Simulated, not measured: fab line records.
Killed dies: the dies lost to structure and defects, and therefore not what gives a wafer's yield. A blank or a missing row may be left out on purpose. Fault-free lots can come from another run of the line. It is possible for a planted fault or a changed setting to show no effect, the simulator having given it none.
fab line records ; flow n5-finfet
record lots=10; wafers=30; last-day=18
route steps=1938 shown BEOL_M1@817 BEOL_M4@1111 PASSIVATION@1936
lots that met no fault: taken from a fault-free run of the same line
start-h: the number of hours between the record's first day and the start of the first shown wafer of the lot ; wait-h: hours since the lot's step before ; " identical to the entry in the row above ; L1.1+2: several wafers, shown together as one row ; - no value present, or no start provided ; * or withheld: withheld ; < > ~ a bound
route shown NAME@n: NAME is a module with steps in the file, n the number in the route of the first one ; usual: mean/standard deviation of fault-free wafers ; same: alike in all rows ; chamber/n: place in a boat ; sites: per-site readings ; _std_site: the standard deviation of these ; _edge_site: outer sites' mean less inner sites' ; radius-mm: for every site, how far away it sits from the centre of the wafer ; mask NAME#n: copy n ; behind: the last tool/chamber to shape the wafer ; hold: reason for holding the lot/hours on hold/outcome of the hold ; device: the transistor (n, p or np) that didn't switch ; end of line: at the end of the route, the tests of the same wafers ; a step given without rows: its recipe and nothing more ; killed: dies that structure and defects cost at the first sort, which is not the same as the wafer's yield ; map: shows each die of a wafer: x if killed, . if not, _ if none is there
set.NAME: the setting the step ran with; set.NAME@STEP: the setting that earlier step ran with ; model.NAME: the simulator's own value behind a step, which no gauge read
the route's steps for a sample of lots (tables are steps, rows are wafers)
## steps
# step N5_BEOL_M1_ANNEAL_80
# recipe temp-c=400; time-s=240; ambient=vacuum
# usual heater-power-w=799/69
lot.wafer;tool;chamber;start-h;wait-h;heater-power-w
L750.3;pvd-sputter-01;-;168.74;0.0;833
L750.4;pvd-sputter-01;-;168.74;0.0;800
L750.5;pvd-sputter-01;-;168.74;0.0;851
L751.3;pvd-sputter-03;-;169.85;0.0;800
L751.4;pvd-sputter-03;-;169.85;0.0;803
L751.6;pvd-sputter-03;-;169.85;0.0;724
L746.1;pvd-sputter-01;-;171.46;0.0;805
L746.5;pvd-sputter-01;-;171.46;0.0;777
L746.6;pvd-sputter-01;-;171.46;0.0;808
L752.1;pvd-sputter-01;-;174.16;0.0;770
L752.3;pvd-sputter-01;-;174.16;0.0;789
L752.6;pvd-sputter-01;-;174.16;0.0;787
L753.2;pvd-sputter-02;-;174.71;0.0;899
L753.3;pvd-sputter-02;-;174.71;0.0;738
L753.5;pvd-sputter-02;-;174.71;0.0;715
L758.1;pvd-sputter-01;-;208.32;0.0;831
L758.3;pvd-sputter-01;-;208.32;0.0;782
L758.6;pvd-sputter-01;-;208.32;0.0;777
L759.1;pvd-sputter-02;-;216.99;0.0;942
L759.3;pvd-sputter-02;-;216.99;0.0;728
L759.6;pvd-sputter-02;-;216.99;0.0;729
L760.2;pvd-sputter-01;-;217.10;0.0;815
L760.3;pvd-sputter-01;-;217.10;0.0;808
L760.5;pvd-sputter-01;-;217.10;0.0;826
L767.2;pvd-sputter-02;-;265.45;0.0;942
L767.3;pvd-sputter-02;-;265.45;0.0;906
L767.4;pvd-sputter-02;-;265.45;0.0;726
L769.2;pvd-sputter-01;-;274.77;0.0;781
L769.4;pvd-sputter-01;-;274.77;0.0;833
L769.5;pvd-sputter-01;-;274.77;0.0;828
# step N5_BEOL_M1_SPUTTER_86
# recipe material=Cu; target-thk-a=45; temp-c=-20; chamber-pressure-pa=0.07; power-w=withheld; time-s=8.29
# usual chamber-pressure-pa=0.07/0.00013; chuck-gas-flow-sccm=1.26/0.058; throttle-valve-pct=30.0/1
lot.wafer;tool;chamber;start-h;wait-h;chamber-pressure-pa;chuck-gas-flow-sccm;throttle-valve-pct
L750.3;pvd-sputter-01;-;169.10;0.1;0.06989;1.34;30.6
L750.4;pvd-sputter-01;-;169.10;0.1;0.07002;1.25;29.5
L750.5;pvd-sputter-01;-;169.10;0.1;0.07009;1.20;30.9
L751.3;pvd-sputter-03;-;170.21;0.1;0.06989;1.28;28.6
L751.4;pvd-sputter-03;-;170.21;0.1;0.06981;1.29;28.6
L751.6;pvd-sputter-03;-;170.21;0.1;0.06997;1.19;30.1
L746.1;pvd-sputter-01;-;171.82;0.1;0.06981;1.31;31.8
L746.5;pvd-sputter-01;-;171.82;0.1;0.07014;1.30;30.8
L746.6;pvd-sputter-01;-;171.82;0.1;0.07008;1.37;30.6
L752.1;pvd-sputter-01;-;174.52;0.1;0.07007;1.22;30.5
L752.3;pvd-sputter-01;-;174.52;0.1;0.07007;1.19;29.4
L752.6;pvd-sputter-01;-;174.52;0.1;0.07002;1.35;31.7
L753.2;pvd-sputter-02;-;175.07;0.1;0.07015;1.27;28.0
L753.3;pvd-sputter-02;-;175.07;0.1;0.06987;1.27;29.3
L753.5;pvd-sputter-02;-;175.07;0.1;0.06998;1.22;28.9
L758.1;pvd-sputter-01;-;208.68;0.1;0.07007;1.30;30.5
L758.3;pvd-sputter-01;-;208.68;0.1;0.06998;1.23;29.3
L758.6;pvd-sputter-01;-;208.68;0.1;0.06988;1.33;30.7
L759.1;pvd-sputter-02;-;217.35;0.1;0.06995;1.18;28.9
L759.3;pvd-sputter-02;-;217.35;0.1;0.07017;1.33;29.0
L759.6;pvd-sputter-02;-;217.35;0.1;0.07011;1.21;29.3
L760.2;pvd-sputter-01;-;217.46;0.1;0.06992;1.31;31.7
L760.3;pvd-sputter-01;-;217.46;0.1;0.06999;1.28;30.7
L760.5;pvd-sputter-01;-;217.46;0.1;0.06989;1.24;28.9
L767.2;pvd-sputter-02;-;265.81;0.1;0.06962;1.21;28.7
L767.3;pvd-sputter-02;-;265.81;0.1;0.0699;1.25;28.0
L767.4;pvd-sputter-02;-;265.81;0.1;0.07019;1.14;29.9
L769.2;pvd-sputter-01;-;275.13;0.1;0.07017;1.22;29.2
L769.4;pvd-sputter-01;-;275.13;0.1;0.06992;1.29;30.4
L769.5;pvd-sputter-01;-;275.13;0.1;0.06993;1.31;31.9
# step N5_BEOL_M1_SPUTTER_88
# recipe material=Cu; target-thk-a=45; temp-c=-20; chamber-pressure-pa=0.07; power-w=withheld; time-s=8.29
# usual chamber-pressure-pa=0.06999/0.00014; chuck-gas-flow-sccm=1.25/0.061; throttle-valve-pct=29.9/1.1
lot.wafer;tool;chamber;start-h;wait-h;chamber-pressure-pa;chuck-gas-flow-sccm;throttle-valve-pct
L750.3;pvd-sputter-01;-;169.32;0.1;0.06999;1.36;30.7
L750.4;pvd-sputter-01;-;169.32;0.1;0.06997;1.24;29.3
L750.5;pvd-sputter-01;-;169.32;0.1;0.06987;1.23;30.7
L751.3;pvd-sputter-03;-;170.43;0.1;0.07019;1.29;28.5
L751.4;pvd-sputter-03;-;170.43;0.1;0.06998;1.19;28.7
L751.6;pvd-sputter-03;-;170.43;0.1;0.07012;1.28;30.3
L746.1;pvd-sputter-01;-;172.04;0.1;0.07009;1.23;31.7
L746.5;pvd-sputter-01;-;172.04;0.1;0.06989;1.19;30.9
L746.6;pvd-sputter-01;-;172.04;0.1;0.07016;1.24;30.5
L752.1;pvd-sputter-01;-;174.74;0.1;0.06983;1.23;30.9
L752.3;pvd-sputter-01;-;174.74;0.1;0.07003;1.33;29.2
L752.6;pvd-sputter-01;-;174.74;0.1;0.07005;1.39;31.5
L753.2;pvd-sputter-02;-;175.29;0.1;0.06998;1.22;27.9
L753.3;pvd-sputter-02;-;175.29;0.1;0.06979;1.22;28.7
L753.5;pvd-sputter-02;-;175.29;0.1;0.07006;1.24;28.8
L758.1;pvd-sputter-01;-;208.90;0.1;-;-;-
L758.3;pvd-sputter-01;-;208.90;0.1;-;-;-
L758.6;pvd-sputter-01;-;208.90;0.1;-;-;-
L759.1;pvd-sputter-02;-;217.57;0.1;-;-;-
L759.3;pvd-sputter-02;-;217.57;0.1;-;-;-
L759.6;pvd-sputter-02;-;217.57;0.1;-;-;-
L760.2;pvd-sputter-01;-;217.68;0.1;0.07006;1.40;31.6
L760.3;pvd-sputter-01;-;217.68;0.1;0.07025;1.22;30.4
L760.5;pvd-sputter-01;-;217.68;0.1;0.06981;1.17;29.3
L767.2;pvd-sputter-02;-;266.03;0.1;0.06998;1.21;29.1
L767.3;pvd-sputter-02;-;266.03;0.1;0.06985;1.25;28.2
L767.4;pvd-sputter-02;-;266.03;0.1;0.06998;1.26;30.1
L769.2;pvd-sputter-01;-;275.35;0.1;0.0699;1.19;29.2
L769.4;pvd-sputter-01;-;275.35;0.1;0.07008;1.27;30.5
L769.5;pvd-sputter-01;-;275.35;0.1;0.06979;1.15;31.9
# step N5_BEOL_M1_SPUTTER_96
# recipe material=Cu; target-thk-a=45; temp-c=-20; chamber-pressure-pa=0.07; power-w=withheld; time-s=8.29
# usual chamber-pressure-pa=0.06998/0.00014; chuck-gas-flow-sccm=1.25/0.054; throttle-valve-pct=30.0/1
lot.wafer;tool;chamber;start-h;wait-h;chamber-pressure-pa;chuck-gas-flow-sccm;throttle-valve-pct
L750.3;pvd-sputter-01;-;170.20;0.1;0.07002;1.33;30.4
L750.4;pvd-sputter-01;-;170.20;0.1;0.06999;1.27;29.5
L750.5;pvd-sputter-01;-;170.20;0.1;0.06999;1.20;30.6
L751.3;pvd-sputter-03;-;171.31;0.1;0.06979;1.22;28.8
L751.4;pvd-sputter-03;-;171.31;0.1;0.0697;1.23;28.6
L751.6;pvd-sputter-03;-;171.31;0.1;0.07004;1.30;30.6
L746.1;pvd-sputter-01;-;172.92;0.1;0.06992;1.22;31.5
L746.5;pvd-sputter-01;-;172.92;0.1;0.07001;1.24;30.7
L746.6;pvd-sputter-01;-;172.92;0.1;0.06984;1.25;30.7
L752.1;pvd-sputter-01;-;175.62;0.1;0.06984;1.24;30.9
L752.3;pvd-sputter-01;-;175.62;0.1;0.06994;1.24;29.2
L752.6;pvd-sputter-01;-;175.62;0.1;0.07011;1.30;31.6
L753.2;pvd-sputter-02;-;179.43;0.1;0.06997;1.23;28.1
L753.3;pvd-sputter-02;-;179.43;0.1;0.07005;1.27;29.2
L753.5;pvd-sputter-02;-;179.43;0.1;0.06987;1.20;29.0
L758.1;pvd-sputter-01;-;209.78;0.1;0.06986;1.21;30.6
L758.3;pvd-sputter-01;-;209.78;0.1;0.06996;1.28;29.3
L758.6;pvd-sputter-01;-;209.78;0.1;0.06984;1.33;30.8
L759.1;pvd-sputter-02;-;218.45;0.1;0.0698;1.20;28.9
L759.3;pvd-sputter-02;-;218.45;0.1;0.07015;1.30;29.1
L759.6;pvd-sputter-02;-;218.45;0.1;0.07008;1.32;29.2
L760.2;pvd-sputter-01;-;218.56;0.1;0.07005;1.32;31.8
L760.3;pvd-sputter-01;-;218.56;0.1;0.07021;1.24;30.9
L760.5;pvd-sputter-01;-;218.56;0.1;0.07028;1.28;29.4
L767.2;pvd-sputter-02;-;266.91;0.1;0.07008;1.22;28.9
L767.3;pvd-sputter-02;-;266.91;0.1;0.06982;1.28;28.2
L767.4;pvd-sputter-02;-;266.91;0.1;0.06993;1.23;30.2
L769.2;pvd-sputter-01;-;276.23;0.1;0.06997;1.24;29.1
L769.4;pvd-sputter-01;-;276.23;0.1;0.06988;1.24;30.7
L769.5;pvd-sputter-01;-;276.23;0.1;0.06996;1.28;31.7
# step N5_BEOL_M4_RC_MEAS_101
# usual DIBL_N=37.1/1.8; DIBL_P=37.2/2.1; IOFF_N=0.17/0.033; IOFF_P=0.22/0.037; ION_N=680/11; ION_P=464/7.7; SS_N=71.7/0.63; SS_P=73.6/0.67; VT_N=248.9/2.9; VT_P=-251/3.6
lot.wafer;tool;chamber;start-h;wait-h;DIBL_N[mV/V];DIBL_P[mV/V];IOFF_N[nA/um];IOFF_P[nA/um];ION_N[uA/um];ION_P[uA/um];SS_N[mV/dec];SS_P[mV/dec];VT_N[mV];VT_P[mV]
L750.3;prober-02;0;202.24;0.3;36.0;36.5;0.17;0.24;691;468;71.0;73.2;248.1;-247
L750.4;prober-02;0;202.24;0.3;37.9;39.2;0.21;0.29;684;471;71.7;74.4;245.2;-246
L750.5;prober-02;0;202.24;0.3;35.0;35.4;0.15;0.21;684;469;70.8;73.2;249.1;-249
L752.1;prober-02;0;211.27;0.0;36.6;35.3;0.14;0.16;663;449;72.0;72.9;253.8;-254
L752.3;prober-02;0;211.27;0.0;37.9;38.5;0.18;0.22;684;464;72.4;74.1;248.7;-253
L752.6;prober-02;0;211.27;0.0;38.8;38.1;0.19;0.21;681;463;71.7;74.2;249.6;-253
L746.1;prober-02;0;213.05;0.0;37.9;37.9;0.17;0.20;671;454;72.0;73.3;250.8;-250
L746.5;prober-02;0;213.05;0.0;38.6;38.6;0.19;0.22;677;459;72.0;73.4;247.7;-249
L746.6;prober-02;0;213.05;0.0;38.9;40.7;0.21;0.26;713;480;71.7;73.4;244.9;-249
L753.2;prober-01;0;216.16;0.2;38.2;39.4;0.22;0.31;697;481;72.4;74.2;245.5;-244
L753.3;prober-01;0;216.16;0.2;38.0;37.8;0.20;0.29;686;479;72.1;73.6;245.1;-243
L753.5;prober-01;0;216.16;0.2;37.1;36.8;0.18;0.26;680;466;72.2;73.5;246.5;-247
L751.3;prober-02;0;216.44;0.3;37.3;37.8;0.18;0.23;690;467;71.9;74.0;246.8;-249
L751.4;prober-02;0;216.44;0.3;39.4;38.5;0.21;0.24;693;462;72.3;74.5;245.6;-248
L751.6;prober-02;0;216.44;0.3;37.5;36.9;0.18;0.22;689;468;71.6;73.8;246.4;-249
L758.1;prober-02;0;259.07;0.0;39.2;40.1;0.20;0.23;673;452;72.7;74.4;249.5;-252
L758.3;prober-02;0;259.07;0.0;37.0;38.1;0.16;0.19;679;458;71.3;74.2;249.1;-253
L758.6;prober-02;0;259.07;0.0;38.2;39.8;0.20;0.23;686;465;72.0;74.5;248.2;-250
L760.2;prober-02;0;274.81;0.2;37.6;37.8;0.16;0.18;674;456;71.8;73.2;250.6;-256
L760.3;prober-02;0;274.81;0.2;37.6;37.0;0.15;0.17;673;459;71.1;72.8;250.8;-256
L760.5;prober-02;0;274.81;0.2;37.3;37.4;0.16;0.17;676;453;71.5;72.9;248.5;-256
L759.1;prober-02;0;283.62;0.0;38.4;37.8;0.18;0.22;676;461;70.8;73.7;247.8;-251
L759.3;prober-02;0;283.62;0.0;40.1;40.3;0.21;0.27;688;474;71.5;74.3;247.0;-247
L759.6;prober-02;0;283.62;0.0;35.5;35.3;0.12;0.19;671;467;70.7;73.8;252.9;-252
L767.2;prober-01;0;318.01;0.2;38.4;37.9;0.20;0.24;695;469;72.2;74.3;243.4;-249
L767.3;prober-01;0;318.01;0.2;37.4;36.2;0.18;0.22;678;461;72.0;73.4;247.8;-251
L767.4;prober-01;0;318.01;0.2;37.3;35.7;0.17;0.21;666;461;71.5;73.1;249.1;-252
L769.2;prober-02;0;325.78;0.2;40.8;40.8;0.27;0.34;703;477;73.1;74.0;242.1;-241
L769.4;prober-02;0;325.78;0.2;35.2;34.0;0.13;0.20;677;463;72.0;72.0;251.3;-248
L769.5;prober-02;0;325.78;0.2;37.1;36.9;0.18;0.25;679;467;71.7;73.6;248.0;-244
# step N5_PASSIVATION_PROBE_49
# usual defect-limited-yield=91.7/1.5; killed_at_M0_to_M3=32/10; killed_at_M4_up=14/5.3; killed-at-contacts=13/5.7; killed-at-front-end=37/10; killed-at-other=3.3/2.5; killed-dies=98/18; killed-open=65/13; killed-short=31/7.5; sort_bin_5_function=4.9/0.91; sort_bin_6_memory=3.1/0.71; sort_bin_8_speed=0.00/0.017; sort-n-pass=1082/18; sort-yield-pct=91.7/1.5
# same gross-dies=1180; killed-at-back-side=0; sort_bin_4_leakage[%]=0
lot.wafer;tool;chamber;start-h;wait-h;defect-limited-yield[%];killed_at_M0_to_M3;killed_at_M4_up;killed-at-contacts;killed-at-front-end;killed-at-other;killed-dies;killed-open;killed-short;sort_bin_5_function[%];sort_bin_6_memory[%];sort_bin_8_speed[%];sort-n-pass;sort-yield-pct[%]
L758.1;prober-02;-;360.48;0.0;88.1;47;16;22;51;4;140;79;46;6.8;4.1;0;1040;88.1
L758.3;prober-02;-;360.58;0.1;90.0;43;15;14;45;1;118;76;32;6.2;3.5;0;1062;90.0
L758.6;prober-02;-;360.73;0.3;91.5;41;14;18;24;3;100;65;29;4.9;3.4;0;1080;91.5
L759.1;prober-02;-;377.27;0.0;90.9;41;12;12;36;6;107;70;32;5.3;3.6;0;1073;90.9
L759.3;prober-02;-;377.37;0.1;89.0;55;12;23;39;1;130;82;44;6.1;4.4;0;1050;89.0
L759.6;prober-02;-;377.52;0.3;91.1;51;9;8;34;3;105;65;37;5.8;3.0;0;1075;91.1
# killed by level:class
L758.1 FIN_SAQP:geometric-particle:open=15 MOL_CONTACT_COAG:geometric-particle:open=13 MOL_CONTACT_COAG:geometric-particle:short=9 FIN_SAQP:geometric-particle:short=8 BEOL_M0_SAQP:geometric-particle:short=8 BEOL_M1:interface-void-opened=8 BEOL_M1:geometric-particle:open=7 BEOL_M0_SAQP:geometric-particle:open=5
L758.3 BEOL_M1:geometric-particle:open=14 FIN_SAQP:geometric-particle:open=12 MOL_CONTACT_COAG:geometric-particle:open=12 BEOL_M0_SAQP:geometric-particle:short=7 BEOL_M4:geometric-particle:open=7 DUMMY_GATE:geometric-particle:open=6 BEOL_M0_SAQP:geometric-particle:open=5 BEOL_M1:geometric-particle:short=5
L758.6 MOL_CONTACT_COAG:geometric-particle:open=14 BEOL_M0_SAQP:geometric-particle:open=11 BEOL_M1:geometric-particle:open=10 FIN_SAQP:geometric-particle:open=7 BEOL_M0_SAQP:geometric-particle:short=7 FIN_SAQP:geometric-particle:short=5 BEOL_M4:geometric-particle:open=5 STI_FIN_REVEAL:geometric-particle:open=4
L759.1 FIN_SAQP:geometric-particle:short=11 MOL_CONTACT_COAG:geometric-particle:open=10 BEOL_M2:geometric-particle:open=8 FIN_SAQP:geometric-particle:open=7 BEOL_M3:geometric-particle:open=7 BEOL_M0_SAQP:geometric-particle:short=7 BEOL_M0_SAQP:geometric-particle:open=6 BEOL_M1:interface-void-opened=5
L759.3 MOL_CONTACT_COAG:geometric-particle:open=20 BEOL_M0_SAQP:geometric-particle:open=15 BEOL_M0_SAQP:geometric-particle:short=15 FIN_SAQP:geometric-particle:short=10 FIN_SAQP:geometric-particle:open=9 BEOL_M2:geometric-particle:open=8 ILD0:geometric-particle:open=5 BEOL_M1:geometric-particle:open=5
L759.6 BEOL_M2:geometric-particle:open=13 FIN_SAQP:geometric-particle:open=12 BEOL_M0_SAQP:geometric-particle:short=9 FIN_SAQP:geometric-particle:short=7 BEOL_M3:geometric-particle:open=7 MOL_CONTACT_COAG:geometric-particle:open=6 BEOL_M1:geometric-particle:open=6 BEOL_M0_SAQP:geometric-particle:open=5
## key
first-sign step=N5_BEOL_M1_SPUTTER_88; reading=tool-record; direction=missing
effect none on later readings
met-at N5_BEOL_M1_SPUTTER_88
struck-lots L758,L759
not-acting-at N5_BEOL_M1_ANNEAL_80,N5_BEOL_M1_SPUTTER_86,N5_BEOL_M1_SPUTTER_96
onset-between 175.29 208.90
fault kind=skipped-step-whole; tool=pvd-sputter-01,pvd-sputter-02; chamber=-; onset-h=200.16; steps=N5_BEOL_M1_SPUTTER_88; scope=struck-lots-only
